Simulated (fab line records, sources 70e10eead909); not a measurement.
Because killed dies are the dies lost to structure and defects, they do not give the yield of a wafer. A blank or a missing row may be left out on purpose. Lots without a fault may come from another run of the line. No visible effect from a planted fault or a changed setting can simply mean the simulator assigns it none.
Chamber matching | flow nand harc | NHARC_P_BONDPAD_DEP_00 on pecvd-02 has 3 sister chambers
The step deposits SiCN, target thk 250 nm. 14 wafers are shown with their chamber, then 7 later ones without.

== WAFERS PAIRED WITH THEIR CHAMBERS ==
wafer  | chamber | heater power outer w (W) | heater power w (W) | chamber pressure Torr (Torr)
L398.1 | 2       | 389                      | 634                | 3.000
L398.2 | 0       | 391                      | 639                | 3.000
L398.3 | 1       | 315                      | 593                | 3.001
L401.1 | 1       | 281                      | 550                | 3.006
L401.2 | 2       | 437                      | 660                | 2.986
L401.5 | 1       | 287                      | 572                | 2.996
L402.1 | 0       | 442                      | 715                | 2.993
L402.3 | 2       | 444                      | 686                | 2.997
L402.6 | 2       | 451                      | 691                | 2.999
L403.3 | 0       | 429                      | 704                | 2.997
L403.5 | 1       | 300                      | 578                | 3.007
L403.6 | 2       | 429                      | 652                | 3.001
L416.2 | 0       | 441                      | 723                | 3.007
L416.5 | 0       | 448                      | 731                | 3.008

SIGNATURES (averages over the wafers above)
reading               | chamber 0 | chamber 1 | chamber 2 | scatter within a chamber
heater power outer w  | 430.20    | 295.75    | 430.00    | 21.7
heater power w        | 702.40    | 573.25    | 664.60    | 28
chamber pressure Torr | 3.00100   | 3.00250   | 2.99660   | 0.00597
Rule: distance of a wafer from a chamber = root of the sum over the readings of ((wafer's reading minus chamber's mean) / reading's scatter) squared. If the next closest chamber is less than 2 further off than the closest, the wafer can't be placed; otherwise it belongs to the closest. The scatter: take each reading less its chamber's mean, square it, sum over the shown wafers, divide by the number of wafers less the number of chambers, and take the root.

== WAFERS WHOSE CHAMBER IS MISSING ==
wafer  | heater power outer w (W) | heater power w (W) | chamber pressure Torr (Torr)
L416.6 | 458                      | 704                | 2.994
L418.2 | 309                      | 593                | 2.995
L418.3 | 386                      | 608                | 3.004
L418.6 | 391                      | 620                | 3.006
L419.1 | 292                      | 548                | 3.000
L419.3 | 427                      | 707                | 2.996
L419.4 | 451                      | 731                | 2.996

== CHAMBER TAKEN BY EACH ==
wafer  | from the rows above          | in truth
L416.6 | can't be placed: 0 or 2      | 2
L418.2 | 1                            | 1
L418.3 | can't be placed: 2 or 0 or 1 | 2
L418.6 | can't be placed: 2 or 0 or 1 | 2
L419.1 | 1                            | 1
L419.3 | can't be placed: 0 or 2      | 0
L419.4 | can't be placed: 0 or 2      | 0
Placed correctly: 2 of 7. From these rows, 5 cannot be placed; in 5 the true chamber is one of the candidates. Wrongly placed: 0.
